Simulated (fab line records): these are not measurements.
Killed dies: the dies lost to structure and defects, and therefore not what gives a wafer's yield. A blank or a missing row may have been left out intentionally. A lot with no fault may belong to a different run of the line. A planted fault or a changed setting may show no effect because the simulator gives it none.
Matching of chambers | flow n5-finfet | N5_BEOL_M8_STRIP_67 on rie-diel-01 has 3 sister chambers
The step strips in CF4. 14 wafers are shown with their chamber, then 6 later ones without.

## EACH WAFER AND ITS CHAMBER
wafer  | chamber | throttle-valve-pct (%) | oes-product-au (a.u.) | rf-vpp-V (V)
L081.1 | 1       | 13.53                  | 0.85                  | 271.8
L081.4 | 2       | 13.42                  | 0.86                  | 272.3
L081.5 | 0       | 13.53                  | 0.78                  | 269.9
L083.1 | 2       | 13.44                  | 0.85                  | 272.7
L083.4 | 1       | 13.53                  | 0.83                  | 273.7
L083.6 | 1       | 13.54                  | 0.83                  | 273.0
L084.2 | 1       | 13.55                  | 0.83                  | 273.6
L084.3 | 0       | 13.54                  | 0.77                  | 270.7
L084.5 | 1       | 13.54                  | 0.83                  | 273.2
L086.1 | 1       | 13.52                  | 0.82                  | 274.3
L086.4 | 2       | 13.45                  | 0.85                  | 273.0
L086.5 | 1       | 13.54                  | 0.82                  | 273.6
L087.4 | 2       | 13.45                  | 0.84                  | 275.4
L087.5 | 2       | 13.45                  | 0.84                  | 273.3

SIGNATURES (means of the wafers above)
reading            | chamber 0 | chamber 1 | chamber 2 | scatter within a chamber
throttle-valve-pct | 13.5350   | 13.5357   | 13.4420   | 0.0109
oes-product-au     | 0.7750    | 0.8300    | 0.8480    | 0.00919
rf-vpp-V           | 270.300   | 273.314   | 273.340   | 0.947
Rule: for each reading, subtract the chamber's mean from the wafer's reading, divide by that reading's scatter and square the result; add these up over the readings and take the root, which gives the wafer's distance from the chamber. The wafer belongs to the nearest chamber; if the next one is less than 2 further off, it can't be placed. The scatter: take each reading less its chamber's mean, square it, sum over the shown wafers, divide by the number of wafers less the number of chambers, and take the root.

## WAFERS MISSING THEIR CHAMBER
wafer  | throttle-valve-pct (%) | oes-product-au (a.u.) | rf-vpp-V (V)
L087.6 | 13.55                  | 0.82                  | 273.2
L090.5 | 13.46                  | 0.83                  | 274.6
L090.6 | 13.57                  | 0.82                  | 273.2
L094.2 | 13.56                  | 0.80                  | 272.9
L094.4 | 13.48                  | 0.82                  | 272.5
L094.5 | 13.58                  | 0.80                  | 272.7

## WHICH CHAMBER EACH ONE RAN IN
wafer  | from the rows above     | in truth
L087.6 | 1                       | 1
L090.5 | 2                       | 2
L090.6 | 1                       | 1
L094.2 | can't be placed: 1 or 0 | 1
L094.4 | can't be placed: 2 or 1 | 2
L094.5 | can't be placed: 1 or 0 | 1
Placed correctly: 3 of 6. Can't be placed from these rows: 3 (the true chamber is among the candidates in 3). 0 placed wrongly.
